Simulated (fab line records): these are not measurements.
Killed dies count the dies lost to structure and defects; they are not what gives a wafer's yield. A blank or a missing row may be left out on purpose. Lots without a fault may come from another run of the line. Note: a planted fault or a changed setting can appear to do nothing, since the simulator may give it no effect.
Problem report, 8D (eight disciplines) form, completed by code + flow n5Finfet + the parts of the form that need people (team, actions taken, sign-off) are left out

## 1. WHAT WENT WRONG
A mean of 154 is read at N5_PASSIVATION_PROBE_49 for killed_at_M4_up, taken on 1 wafer of 1 lot, against 14 (standard deviation 5.7) on wafers free of any fault. Relative to the usual mean, that is a shift of +25 standard deviations.
First seen on wafer L924.4, day 16 21:38, on prober-01. The record holds 27 wafers of 9 lots with a number at this step. By rule, "out" or "out of limits" means more than 4 standard deviations away from the usual mean. The rest of the wafers with a number are treated as sound.

## 2. WHAT IT IS AND WHAT IT IS NOT
| question                    | is                                                                                            | is not                                                                                         |
|-----------------------------|-----------------------------------------------------------------------------------------------|------------------------------------------------------------------------------------------------|
| which readings at this step | killed_at_M4_up, defectLimitedYield, killedDies, sort_bin_5_function, sortNPass, sortYieldPct | killed_at_M0_to_M3, killedAtContacts, killedAtFrontEnd, killedAtOther, killedOpen, killedShort |
| which lots                  | L924                                                                                          | L912, L913, L916, L918, L921, L930, L934, L935                                                 |
| which wafers of those lots  | L924.4                                                                                        | L924.2, L924.5                                                                                 |
| read on which tools         | prober-01                                                                                     | prober-02                                                                                      |
| when                        | from day 16 21:38                                                                             | up to then (16 sound wafers); but 10 sound wafers of L924, L930, L934, L935 came after         |

## 3. WHAT RULES OUT EACH SUSPECT
Counting: any tool at a process step up to the reading remains a suspect provided it ran every lot that is out. Sound lots after the first of them don't rule it out here, since some wafers of a struck lot are sound.
- rieDiel-05 at N5_BEOL_M14_STRIP_37 (strips in O2): kept. L924, the lot that is out, went through it at day 15 20:35; up to then, the latest sound lot through it was L916 at day 14 23:29.
- rieDiel-03 at N5_PASSIVATION_PASS_ETCH_47 (etches SiNx in CF4/O2, target depth 770 nm, time 385 s): kept. L924, the lot that is out, went through it at day 16 18:28; up to then, the latest sound lot through it was L918 at day 14 03:11.
- prober-01 at N5_PASSIVATION_PROBE_49: kept. L924, the lot that is out, went through it at day 16 21:32; up to then, the latest sound lot through it was L918 at day 14 06:17. Out on those wafers are its own readings of defectLimitedYield, killed_at_M4_up, killedDies, sort_bin_5_function, sortNPass, sortYieldPct.
- In rieDiel-05 at N5_BEOL_M14_STRIP_37, the wafers that are out were processed in chamber 3 and their sound lot-mates in chambers 0, 1.
- Within rieDiel-03 at N5_PASSIVATION_PASS_ETCH_47: the wafers that are out ran in chamber 0; their sound lot-mates ran in chamber 3.
Left after counting: rieDiel-05 at N5_BEOL_M14_STRIP_37, rieDiel-03 at N5_PASSIVATION_PASS_ETCH_47, prober-01 at N5_PASSIVATION_PROBE_49.

## 4. THE CAUSE (what the simulator had put in)
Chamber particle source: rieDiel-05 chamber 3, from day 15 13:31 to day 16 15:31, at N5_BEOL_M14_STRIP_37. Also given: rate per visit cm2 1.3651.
Counting left 3 suspects, and this tool is among them.

## 5. THE CHAIN OF EFFECTS, in route order
Each row: a reading whose mean over the struck wafers that have a number lies more than 3 standard deviations from the usual. Only readings for which the record gives a usual standard deviation are gone through. hours: the time from each lot's start at the first step in this table that gives one to its start at this step, as a median over the lots. sigmas: the change in usual standard deviations.
| hours | step                    | reading             | usual  | on struck wafers | change | sigmas |
|-------|-------------------------|---------------------|--------|------------------|--------|--------|
| 0     | N5_PASSIVATION_PROBE_49 | defectLimitedYield  | 91.2 % | 79.8             | -11.4  | -9.5   |
| 0     | N5_PASSIVATION_PROBE_49 | killed_at_M4_up     | 14     | 154              | +140   | +25    |
| 0     | N5_PASSIVATION_PROBE_49 | killedDies          | 104    | 238              | +134   | +8.9   |
| 0     | N5_PASSIVATION_PROBE_49 | sort_bin_5_function | 5.2 %  | 11.7             | +6.5   | +7.2   |
| 0     | N5_PASSIVATION_PROBE_49 | sortNPass           | 1076   | 942              | -134   | -8.9   |
| 0     | N5_PASSIVATION_PROBE_49 | sortYieldPct        | 91.2 % | 79.8             | -11.4  | -9.5   |
The process steps in it:
- N5_PASSIVATION_PROBE_49

## 6. WHAT WOULD HAVE CAUGHT IT SOONER
32 hours passed between the start of the fault at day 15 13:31 and the first reading out of limits in this record, taken at day 16 21:38.
Of the tool readings at N5_BEOL_M14_STRIP_37 for which the record gives a usual standard deviation, none was out on any struck wafer, so an alarm limit of 4 standard deviations on them would not have fired.
The start of N5_BEOL_M14_STRIP_37 on rieDiel-05 came by day 16 21:38 for every one of the lots that are out (1). None of them would have been spared by holding the tool at that moment.
